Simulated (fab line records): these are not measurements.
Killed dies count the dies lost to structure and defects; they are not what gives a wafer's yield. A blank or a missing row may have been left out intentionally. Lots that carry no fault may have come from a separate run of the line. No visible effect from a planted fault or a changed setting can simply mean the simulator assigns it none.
fab line records | flow nand-harc
record lots=11 wafers=33 last-day=34
route steps=1302 shown P_ZERO_WELL@4 P_GATE@145
lots that met no fault: taken from a fault-free run of the same line
start-h: the number of hours between the record's first day and the start of the first shown wafer of the lot | wait-h: hours since the lot's step before | " repeats the value in the row above | L1.1+2: a single row standing in for several wafers | - no value, or no start given | * or withheld: withheld | < > ~ a bound
route shown NAME@n: a module of which the file shows steps, and the number in the route of the first | usual: mean/standard deviation of fault-free wafers | same: alike in all rows | chamber/n: place in a boat | sites: each site's reading | _std_site: standard deviation across them | _edge_site: outer sites' mean less inner sites' | radius-mm: how far each site lies from the wafer's centre | mask NAME#n: copy n | behind: the most recent tool/chamber to have shaped the wafer | hold: why the lot went on hold/how many hours it stayed there/how the hold came to an end | device: whichever transistor did not switch (one of n, p or np) | end of line: at the end of the route, the tests of the same wafers | for a step that has no rows: nothing shown but its recipe | killed: count of dies lost to structure and defects at first sort (not the wafer's yield) | map: the dies of a wafer, with x for killed, . for not killed, _ for no die there
set.NAME: the setting as run; set.NAME@STEP: as run at that earlier step | model.NAME: the simulator's own value behind a step, which no gauge read
the route's steps for a sample of lots (tables are steps, rows are wafers)
services: a tool's chamber out of use, with start hour (start-h, from the record's first day; less than 0 if before it), hours out, and reason
## steps
# step NHARC_P_ZERO_WELL_PECVD_02
# recipe target-thk-a=100 temp-c=400 pressure-torr=6.5 rf-w=withheld teos-flow-sccm=withheld flow-sccm=2650 target-thk-nm=10 gas=O2 material=SiO2
# usual chamber-pressure-Torr=6.500/0.015
# columns lot.wafer tool chamber start-h wait-h chamber-pressure-Torr since-wet-clean-h
L546.1 pecvd-04 2 50.48 - 6.514 130
L546.6 " 1 " " 6.496 -
L546.4 " 0 " " 6.494 -
L547.3 pecvd-03 2 60.44 - 6.527 43
L547.1 " 0 " " 6.490 43
L547.6 " 2 " " 6.493 -
L548.3 pecvd-04 0 70.44 - 6.505 150
L548.1 " 1 " " 6.492 150
L548.5 " 2 " " 6.506 -
L549.2 pecvd-04 0 80.45 - 6.516 160
L549.3 " 2 " " 6.493 160
L549.6 " 2 " " 6.499 -
L551.2 pecvd-03 2 100.44 - 6.492 83
L551.4 " 0 " " 6.502 -
L551.5 " 1 " " 6.500 -
L552.2 pecvd-04 1 110.44 - 6.483 9
L552.1 " 2 " " 6.486 9
L552.4 " 2 " " 6.504 -
L555.2 pecvd-03 0 140.53 - 6.528 123
L555.5 " 2 " " 6.491 -
L555.6 " 0 " " 6.512 -
L556.1 pecvd-03 2 150.49 - 6.510 133
L556.5 " 1 " " 6.504 -
L556.6 " 0 " " 6.500 -
L560.3 pecvd-04 0 190.44 - - -
L560.1 " 2 " " - -
L560.5 " 2 " " - -
L561.3 pecvd-03 0 200.45 - - -
L561.2 " 2 " " - -
L561.4 " 2 " " - -
L566.1 pecvd-03 1 250.45 - 6.508 52
L566.3 " 2 " " 6.485 52
L566.2 " 0 " " 6.495 52
# step NHARC_P_ZERO_WELL_ETCH_62
# recipe target-depth-a=130 time-s=6.5 chf3-flow-sccm=50 ar-flow-sccm=200 rf-w=500 bias-w=200 chemistry=CHF3/Ar
# usual drypump-motor-current-A=5.70/0.27 mfc-ar-sccm=200.0/0.65 oes-product-au=0.959/0.018 rf-vpp-V=369.6/1.9 showerhead-plenum-p-Torr=2.30/0.079 throttle-valve-pct=20.218/0.0087
# columns lot.wafer tool chamber start-h wait-h drypump-motor-current-A mfc-ar-sccm oes-product-au rf-hours-counter-h rf-vpp-V showerhead-plenum-p-Torr throttle-valve-pct
L546.1 rie-diel-01 0 - - 5.46 199.6 0.961 7 371.3 2.34 20.217
L546.4 " 2 " " 6.11 200.0 0.968 5 369.1 2.28 20.208
L546.6 " 0 " " 5.43 199.9 0.968 - 370.3 2.34 20.209
L547.1 rie-diel-10 2 - - 5.17 199.0 0.974 52 371.9 2.39 20.240
L547.3 " 3 " " 6.00 199.5 0.999 47 372.7 2.39 20.219
L547.6 " 0 " " 5.85 199.5 0.980 - 372.4 2.35 20.222
L548.3 rie-diel-08 1 - - 5.48 200.0 0.923 19 368.1 2.18 20.221
L548.1 " 3 " " 5.96 200.1 0.919 20 370.8 2.33 20.235
L548.5 " 0 " " 5.78 201.0 0.929 - 367.9 2.23 20.220
L549.2 rie-diel-10 1 - - 5.62 199.4 0.937 1 366.8 2.21 20.203
L549.3 " 3 " " 5.99 200.3 0.962 1 371.6 2.39 20.217
L549.6 " 3 " " 5.98 200.0 0.944 - 371.1 2.39 20.225
L551.4 rie-diel-10 2 - - 5.20 199.4 0.954 4 370.6 2.39 20.218
L551.2 " 3 " " 6.01 200.8 0.970 3 371.9 2.39 20.222
L551.5 " 1 " " 5.61 200.3 0.965 - 367.7 2.21 20.211
L552.1 rie-diel-10 1 - - 5.63 199.8 0.939 9 366.6 2.20 20.239
L552.4 " 3 " " 6.01 200.0 0.985 6 371.4 2.38 20.227
L552.2 " 0 " " 5.85 199.6 0.972 5 370.4 2.35 20.206
L555.2 rie-diel-08 0 - - 5.79 200.3 0.959 46 369.4 2.22 20.232
L555.5 " 3 " " 5.93 201.1 0.945 - 370.4 2.32 20.228
L555.6 " 0 " " 5.77 200.3 0.952 - 367.8 2.22 20.215
L556.1 rie-diel-08 0 - - 5.77 200.1 0.944 48 367.8 2.21 20.214
L556.6 " 0 " " 5.77 199.9 0.952 - 366.3 2.21 20.221
L556.5 " 1 " " 5.46 200.8 0.944 - 366.5 2.17 20.216
L560.1 rie-diel-10 2 - - 5.20 200.2 0.977 32 372.2 2.38 20.213
L560.3 " 3 " " 6.00 199.9 0.988 29 369.5 2.38 20.223
L560.5 " 1 " " 5.59 199.1 0.954 - 366.6 2.19 20.211
L561.3 rie-diel-01 3 - - 5.65 200.2 0.936 60 370.4 2.28 20.214
L561.2 " 0 " " 5.49 201.0 0.940 55 369.8 2.32 20.211
L561.4 " 2 " " 6.12 201.3 0.936 54 368.6 2.26 20.252
L566.1 rie-diel-08 1 - - 5.50 200.4 0.960 18 375.1 2.53 20.222
L566.3 " 3 " " 5.94 199.7 0.955 16 369.6 2.30 20.215
L566.2 " 0 " " 5.76 200.6 0.955 16 367.3 2.20 20.219
# step NHARC_P_ZERO_WELL_DESCUM_26
# recipe time-s=3 o2-flow-sccm=200 ar-flow-sccm=0 bias-power-w=0 chemistry=O2
# usual drypump-motor-current-A=5.75/0.25 mfc-ar-sccm=0.015/0.011 o2-flow-sccm=200.1/0.61 oes-product-au=1.003/0.0094 rf-vpp-V=57.7/0.89 showerhead-plenum-p-Torr=1.87/0.063 throttle-valve-pct=11.311/0.011
# columns lot.wafer tool chamber start-h wait-h drypump-motor-current-A mfc-ar-sccm o2-flow-sccm oes-product-au rf-hours-counter-h rf-vpp-V showerhead-plenum-p-Torr throttle-valve-pct
L546.1 rie-diel-01 3 52.74 - 5.64 0.026 200.7 1.017 7 56.6 1.88 11.303
L546.4 " 0 " " 5.45 0.008 199.9 1.000 7 58.7 1.91 11.306
L546.6 " 3 " " 5.67 0.026 200.6 1.015 - 56.9 1.88 11.312
L547.1 rie-diel-08 3 62.61 - 5.91 0.019 199.3 0.997 18 56.7 1.90 11.302
L547.3 " 2 " " 5.86 0.019 200.4 0.998 14 56.7 1.85 11.316
L547.6 " 3 " " 5.93 0.019 199.6 0.985 - 57.8 1.90 11.309
L548.3 rie-diel-08 3 73.08 - 5.90 0.019 199.3 0.999 20 58.2 1.90 11.300
L548.1 " 0 " " 5.75 0 200.5 1.003 20 56.7 1.81 11.315
L548.5 " 2 " " 5.85 0.019 200.5 1.005 - 57.5 1.85 11.303
L549.3 rie-diel-08 1 82.76 - 5.48 0.027 200.0 1.002 23 57.1 1.77 11.327
L549.2 " 2 " " 5.84 0.019 200.5 0.999 19 57.0 1.85 11.311
L549.6 " 1 " " 5.48 0.027 200.1 0.989 - 57.1 1.77 11.300
L551.4 rie-diel-10 1 102.74 - 5.56 0.017 200.0 1.008 4 58.3 1.80 11.317
L551.2 " 0 " " 5.84 0 200.1 1.010 2 56.6 1.92 11.318
L551.5 " 1 " " 5.59 0.017 199.7 1.002 - 57.0 1.80 11.327
L552.1 rie-diel-08 3 112.63 - 5.91 0.019 200.5 1.001 36 57.8 1.89 11.311
L552.4 " 0 " " 5.73 0 200.6 1.008 37 58.8 1.81 11.308
L552.2 " 1 " " 5.48 0.027 199.3 0.994 34 57.2 1.77 11.319
L555.2 rie-diel-08 2 142.81 - 5.85 0.019 200.7 0.995 37 56.8 1.84 11.307
L555.5 " 1 " " 5.48 0.027 200.7 1.005 - 58.8 1.77 11.320
L555.6 " 2 " " 5.85 0.019 199.6 1.013 - 55.9 1.84 11.310
L556.1 rie-diel-10 3 153.13 - 6.01 0.035 200.1 1.011 22 57.4 1.94 11.297
L556.6 " 0 " " 5.79 0 199.8 1.010 - 58.2 1.91 11.293
L556.5 " 1 " " 5.63 0.017 200.1 0.971 - 56.7 1.79 11.299
L560.3 rie-diel-01 1 192.70 - 6.07 0 200.1 1.010 48 58.6 1.90 11.299
L560.1 " 3 " " 5.70 0.026 199.7 1.004 56 57.9 1.86 11.304
L560.5 " 2 " " 6.11 0.022 199.8 0.992 - 56.9 1.85 11.313
L561.4 rie-diel-08 3 203.11 - 5.92 0.019 200.2 1.001 0 58.1 1.88 11.306
L561.3 " 1 " " 5.50 0.027 199.7 1.004 0 58.9 2.08 11.304
L561.2 " 2 " " 5.86 0.019 201.1 0.997 0 58.9 1.83 11.321
L566.1 rie-diel-01 0 252.65 - 5.46 0.008 200.1 1.007 11 55.9 1.89 11.301
L566.2 " 1 " " 6.06 0 199.5 1.014 9 59.2 1.90 11.309
L566.3 " 2 " " 6.11 0.022 199.7 0.991 9 58.1 1.84 11.312
# step NHARC_P_GATE_ETCH_104
# recipe target-depth-a=600 time-s=withheld cf4-flow-sccm=100 chf3-flow-sccm=30 ar-flow-sccm=0 rf-w=500 bias-w=200 chemistry=CF4/CHF3
# usual drypump-motor-current-A=5.7/0.49 mfc-ar-sccm=0.007/0.0099 oes-product-au=0.942/0.022 rf-vpp-V=369.8/2.3 showerhead-plenum-p-Torr=1.55/0.064 throttle-valve-pct=16.802/0.009
# columns lot.wafer tool chamber start-h wait-h drypump-motor-current-A mfc-ar-sccm oes-product-au rf-vpp-V showerhead-plenum-p-Torr throttle-valve-pct
L546.1 rie-diel-06 2 122.18 0.1 5.8 0 0.930 366.3 1.48 16.796
L546.4 " 0 " " 6.1 0.026 0.909 371.2 1.56 16.809
L546.6 " 3 " " 5.8 0 0.914 371.6 1.61 16.789
L547.3 rie-diel-06 2 140.20 0.1 5.7 0 0.975 367.7 1.48 16.809
L547.1 " 1 " " 5.0 0.024 0.975 372.7 1.60 16.814
L547.6 " 2 " " 5.8 0 0.980 367.1 1.48 16.801
L548.3 rie-diel-07 3 144.56 0.1 6.2 0 0.930 367.5 1.50 16.793
L548.1 " 0 " " 6.5 0 0.943 371.5 1.64 16.811
L548.5 " 2 " " 5.4 0 0.932 373.2 1.68 16.797
L549.3 rie-diel-07 0 158.78 0.1 6.5 0 0.929 373.5 1.64 16.795
L549.2 " 2 " " 5.4 0 0.924 374.5 1.68 16.808
L549.6 " 3 " " 6.2 0 0.917 368.2 1.50 16.803
L551.2 rie-diel-07 2 176.95 0.1 5.5 0 0.925 374.2 1.68 16.795
L551.4 " 3 " " 6.2 0 0.927 367.4 1.50 16.799
L551.5 " 1 " " 5.3 0 0.924 366.6 1.49 16.822
L552.4 rie-diel-11 1 183.39 0.1 5.6 0.005 0.919 371.8 1.58 16.813
L552.2 " 2 " " 6.3 0 0.928 369.1 1.52 16.792
L552.1 " 3 " " 4.9 0.022 0.922 368.3 1.50 16.801
L555.2 rie-diel-11 1 218.97 0.1 5.6 0.005 0.910 370.1 1.57 16.798
L555.6 " 3 " " 4.9 0.022 0.912 367.2 1.50 16.807
L555.5 " 0 " " 5.9 0.005 0.917 367.5 1.49 16.792
L556.1 rie-diel-11 0 228.54 0.1 5.9 0.005 0.952 366.6 1.49 16.806
L556.6 " 3 " " 4.9 0.022 0.967 367.9 1.50 16.790
L556.5 " 0 " " 5.9 0.005 0.952 367.9 1.49 16.795
L560.1 rie-diel-11 2 265.61 0.1 6.3 0 0.973 368.6 1.52 16.802
L560.3 " 1 " " 5.6 0.005 0.948 369.5 1.57 16.794
L560.5 " 3 " " 4.9 0.022 0.968 369.0 1.50 16.797
L561.2 rie-diel-07 0 279.73 0.1 6.5 0 0.936 371.7 1.63 16.799
L561.4 " 2 " " 5.5 0 0.915 373.9 1.68 16.795
L561.3 " 3 " " 6.2 0 0.916 369.1 1.50 16.798
L566.2 rie-diel-11 1 321.91 0.1 5.6 0.005 0.927 370.9 1.57 16.798
L566.3 " 3 " " 4.9 0.022 0.930 367.9 1.50 16.790
L566.1 " 0 " " 5.9 0.005 0.928 368.2 1.49 16.791
## services
# columns tool chamber start-h hours kind
rie-diel-01 - 28.59 9.0 pm
pecvd-03 2 29.49 3.2 repair
rie-diel-08 - 48.07 0.4 repair
pecvd-03 - 58.73 0.3 repair
rie-diel-10 - 70.43 9.0 pm
rie-diel-11 - 78.50 9.0 pm
rie-diel-10 0 80.15 10.8 repair
rie-diel-10 3 87.92 6.3 repair
pecvd-04 - 88.23 13.0 pm
rie-diel-11 0 88.62 6.9 repair
rie-diel-01 2 117.78 10.0 repair
pecvd-03 0 158.55 3.7 repair
pecvd-04 1 174.83 7.5 repair
pecvd-03 - 185.44 13.0 pm
rie-diel-08 - 193.53 9.0 pm
rie-diel-01 - 205.61 9.0 pm
rie-diel-11 1 234.94 5.4 repair
rie-diel-08 2 244.04 7.6 repair
rie-diel-10 - 247.43 9.0 pm
rie-diel-11 - 255.50 9.0 pm
rie-diel-01 1 261.34 14.6 repair
pecvd-04 - 269.23 13.0 pm
rie-diel-08 - 284.16 1.4 repair
rie-diel-10 0 288.44 21.7 repair
## key
first-sign step=NHARC_P_ZERO_WELL_PECVD_02 reading=tool-record direction=missing
effect none on later readings
met-at NHARC_P_ZERO_WELL_PECVD_02
struck-lots L560,L561
tester-left-out L560,L561
not-acting-at NHARC_P_ZERO_WELL_ETCH_62,NHARC_P_ZERO_WELL_DESCUM_26,NHARC_P_GATE_ETCH_104
onset-between 150.49 190.44
fault kind=skipped-step-whole tool=pecvd-03,pecvd-04 chamber=- onset-h=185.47 steps=NHARC_P_ZERO_WELL_PECVD_02 scope=struck-lots-only
# tester-left-out: of these lots the tester's yield and bins aren't shown, on N5 and GAA mostly nor the transistor test; their killed dies are dies lost to structure and defects alone, not to doping, threshold or leakage, so they don't give the yield
